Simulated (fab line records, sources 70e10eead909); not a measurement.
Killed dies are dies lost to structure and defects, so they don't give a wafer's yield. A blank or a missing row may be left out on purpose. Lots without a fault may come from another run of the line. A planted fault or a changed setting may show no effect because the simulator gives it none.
Which tool did it? | flow nand_harc | 24 lots, 72 wafers sampled, at 3 steps of a route of 1159

WHAT THE GAUGES READ, wafer by wafer
NHARC_A_CONTACT_OVL_MEAS_43.
lot  | measured     | on         | overlay_x_nm (nm) | overlay_y_nm (nm)
L074 | day 16 02:26 | overlay-01 | -0.4 -0.4 0.3     | -0.4 -0.5 -1.0
L075 | day 16 12:46 | overlay-02 | -1.2 -0.7 -1.6    | -0.2 0.2 0.3
L077 | day 16 14:04 | overlay-02 | 0.6 1.6 1.5       | 0.0 -0.1 0.4
L078 | day 17 04:52 | overlay-02 | 0.4 0.6 0.3       | 0.5 0.4 0.0
L076 | day 17 08:37 | overlay-02 | -0.7 -0.3 0.1     | 0.4 0.5 0.4
L080 | day 17 22:07 | overlay-02 | 0.3 -0.1 -0.2     | 0.4 -0.2 -0.2
L079 | day 17 19:53 | overlay-01 | 0.0 -0.2 -0.4     | -0.8 -0.2 -0.1
L081 | day 18 00:56 | overlay-01 | 0.3 0.3 0.9       | -1.4 -1.5 -1.6
L082 | day 18 13:57 | overlay-02 | -0.8 -0.8 -1.0    | -0.8 -0.7 -0.5
L083 | day 18 14:08 | overlay-02 | 0.8 0.6 0.7       | 0.1 -0.3 0.1
L084 | day 18 18:15 | overlay-02 | 0.1 -0.2 -0.1     | 0.3 0.3 0.0
L085 | day 18 23:49 | overlay-02 | 1.2 0.6 0.8       | -0.8 -0.4 -0.2
L086 | day 19 12:07 | overlay-02 | 0.2 -0.5 -0.7     | 0.2 0.5 0.2
L087 | day 19 05:36 | overlay-01 | -0.5 -0.8 -0.7    | -1.1 -1.3 -1.2
L090 | day 20 00:05 | overlay-02 | 0.0 -0.9 -0.3     | 0.8 0.8 1.0
L088 | day 20 03:58 | overlay-02 | 0.6 0.1 -0.4      | 0.2 0.0 0.6
L093 | day 20 06:02 | overlay-01 | 0.6 0.4 1.1       | 1.3 1.3 2.0
L089 | day 20 11:14 | overlay-02 | -0.7 -1.1 -1.2    | 0.6 0.5 0.3
L091 | day 20 11:46 | overlay-01 | -0.4 -0.5 -1.0    | -0.4 0.0 -0.4
L092 | day 20 19:16 | overlay-02 | -2.1 -2.5 -2.0    | -0.7 -0.4 -0.7
L094 | day 21 11:07 | overlay-02 | -0.5 0.0 -0.1     | -1.7 -1.5 -1.4
L096 | day 21 11:47 | overlay-01 | -0.8 -1.4 -1.0    | 1.6 1.2 1.3
L097 | day 21 15:12 | overlay-02 | 0.1 -0.7 0.0      | -1.7 -1.0 -0.8
L095 | day 22 01:52 | overlay-01 | 0.3 0.3 0.0       | -1.1 -1.9 -1.3

WHICH TOOL RAN EACH LOT (tool, then ch and the chambers of the sampled wafers, then the start)
lot  | NHARC_A_WL_FILL_STRIP_27             | NHARC_A_WL_FILL_ETCHBACK_26
L074 | plasma_asher-02 ch 0,1, day 15 00:59 | rie_si-01 ch 0,1,3, day 15 16:15
L075 | plasma_asher-01 ch 0,1, day 15 07:40 | rie_si-01 ch 0,1,3, day 16 00:41
L077 | plasma_asher-01 ch 0,1, day 15 07:49 | rie_si-02 ch 1,2, day 16 00:43
L078 | plasma_asher-01 ch 1, day 16 02:59   | rie_si-02 ch 0,1,2, day 16 18:28
L076 | plasma_asher-01 ch 0,1, day 16 05:02 | rie_si-01 ch 1,3, day 16 18:28
L080 | plasma_asher-01 ch 0,1, day 16 11:11 | rie_si-02 ch 0,3, day 17 02:43
L079 | plasma_asher-01 ch 0, day 16 12:08   | rie_si-01 ch 0,3, day 17 02:44
L081 | plasma_asher-02 ch 0,1, day 16 14:01 | rie_si-01 ch 0,1,3, day 17 06:03
L082 | plasma_asher-01 ch 0,1, day 17 08:05 | rie_si-01 ch 0,3, day 17 23:37
L083 | plasma_asher-02 ch 0,1, day 17 10:55 | rie_si-06 ch 0,2,3, day 17 23:38
L084 | plasma_asher-02 ch 0,1, day 17 13:17 | rie_si-06 ch 1,2, day 18 05:13
L085 | plasma_asher-02 ch 0,1, day 17 20:45 | rie_si-02 ch 1,2, day 18 13:49
L086 | plasma_asher-02 ch 0,1, day 18 01:14 | rie_si-02 ch 0,2,3, day 18 19:23
L087 | plasma_asher-01 ch 1, day 18 01:32   | rie_si-06 ch 1,3, day 18 16:49
L090 | plasma_asher-02 ch 1, day 18 18:57   | rie_si-01 ch 0,1,2, day 19 14:14
L088 | plasma_asher-01 ch 0,1, day 18 21:32 | rie_si-01 ch 0,1,3, day 19 17:29
L093 | plasma_asher-02 ch 0,1, day 19 04:12 | rie_si-02 ch 1,2,3, day 19 17:29
L089 | plasma_asher-02 ch 0,1, day 19 07:18 | rie_si-02 ch 1,2, day 19 22:52
L091 | plasma_asher-02 ch 0,1, day 19 09:51 | rie_si-06 ch 0,2, day 19 22:53
L092 | plasma_asher-01 ch 0,1, day 19 17:14 | rie_si-01 ch 0,1,3, day 20 09:25
L094 | plasma_asher-01 ch 0,1, day 20 08:13 | rie_si-01 ch 0,1,3, day 20 23:27
L096 | plasma_asher-01 ch 1, day 20 08:43   | rie_si-02 ch 2,3, day 20 23:27
L097 | plasma_asher-02 ch 1, day 20 10:59   | rie_si-02 ch 0,1, day 21 02:28
L095 | plasma_asher-02 ch 0,1, day 20 23:55 | rie_si-01 ch 0,1,2, day 21 12:09
- NHARC_A_WL_FILL_STRIP_27: strips in N2/H2, time 20 s.
- NHARC_A_WL_FILL_ETCHBACK_26: etches the open film in HBr, target depth 52 nm, time 13.3 s.

WHAT THE TOOLS THEMSELVES READ (means of the sampled wafers that have a number; where no wafer has one, the mark that the record gives instead)
NHARC_A_WL_FILL_STRIP_27.
lot  | tool            | drypump_motor_current_A (A) | heater_power_w (W)
L074 | plasma_asher-02 | 5.8                         | 285
L075 | plasma_asher-01 | 6.5                         | 336
L077 | plasma_asher-01 | 6.5                         | 349
L078 | plasma_asher-01 | 6.5                         | 319
L076 | plasma_asher-01 | 6.5                         | 349
L080 | plasma_asher-01 | 6.5                         | 353
L079 | plasma_asher-01 | 6.5                         | 374
L081 | plasma_asher-02 | 5.8                         | 276
L082 | plasma_asher-01 | 6.5                         | 331
L083 | plasma_asher-02 | 5.8                         | 277
L084 | plasma_asher-02 | 5.8                         | 277
L085 | plasma_asher-02 | 5.8                         | 282
L086 | plasma_asher-02 | 5.8                         | 276
L087 | plasma_asher-01 | 6.5                         | 312
L090 | plasma_asher-02 | 6.1                         | 294
L088 | plasma_asher-01 | 6.5                         | 348
L093 | plasma_asher-02 | 6.0                         | 284
L089 | plasma_asher-02 | 5.8                         | 281
L091 | plasma_asher-02 | 6.0                         | 288
L092 | plasma_asher-01 | 6.5                         | 330
L094 | plasma_asher-01 | 6.5                         | 360
L096 | plasma_asher-01 | 6.5                         | 324
L097 | plasma_asher-02 | 6.1                         | 297
L095 | plasma_asher-02 | 5.8                         | 279

NHARC_A_WL_FILL_ETCHBACK_26.
lot  | tool      | drypump_motor_current_A (A) | oes_product_au (a.u.) | throttle_valve_pct (%)
L074 | rie_si-01 | 5.7                         | 0.985                 | 23.271
L075 | rie_si-01 | 5.7                         | 0.991                 | 23.280
L077 | rie_si-02 | 5.9                         | 0.999                 | 23.250
L078 | rie_si-02 | 6.1                         | 0.994                 | 23.263
L076 | rie_si-01 | 5.6                         | 0.992                 | 23.257
L080 | rie_si-02 | 6.2                         | 0.986                 | 23.262
L079 | rie_si-01 | 5.5                         | 1.000                 | 23.270
L081 | rie_si-01 | 5.7                         | 0.989                 | 23.262
L082 | rie_si-01 | 5.5                         | 0.993                 | 23.266
L083 | rie_si-06 | 5.2                         | 0.982                 | 23.262
L084 | rie_si-06 | 5.3                         | 0.997                 | 23.264
L085 | rie_si-02 | 6.0                         | 0.999                 | 23.272
L086 | rie_si-02 | 6.2                         | 0.998                 | 23.269
L087 | rie_si-06 | 5.8                         | 0.989                 | 23.257
L090 | rie_si-01 | 6.1                         | 0.973                 | 23.258
L088 | rie_si-01 | 5.7                         | 0.987                 | 23.264
L093 | rie_si-02 | 5.9                         | 0.996                 | 23.275
L089 | rie_si-02 | 5.9                         | 0.990                 | 23.271
L091 | rie_si-06 | 4.9                         | 0.988                 | 23.259
L092 | rie_si-01 | 5.7                         | 0.981                 | 23.267
L094 | rie_si-01 | 5.7                         | 0.985                 | 23.265
L096 | rie_si-02 | 6.1                         | 1.002                 | 23.264
L097 | rie_si-02 | 5.9                         | 0.988                 | 23.265
L095 | rie_si-01 | 6.1                         | 1.000                 | 23.260

THE ANSWER, worked out from the rows above alone
Rule: what is usual is taken from the lots themselves. Put in order of their means at a reading, lots are off if they are a third of the lots or fewer, leave a main group of 4 or more, and stand apart from it by a gap of 3 or more times the standard deviation of the main group's means; of several such gaps the widest counts. A main group whose means are all the same, to the digits that the tables above print for the reading, isn't used. A lot without any number at a reading at which 4 lots or more have one is off too. The other lots that the step has rows for count as sound. The gauges are gone through in route order, then the tools' own readings, and for those a lot's mean is taken as printed above. The first step at which some lot is off is used, and at that step the reading that is off furthest; a lot without a number counts as furthest.
No lot is off at any reading shown: from this, nothing can be told.

WHAT THE SIMULATOR HAD PUT IN
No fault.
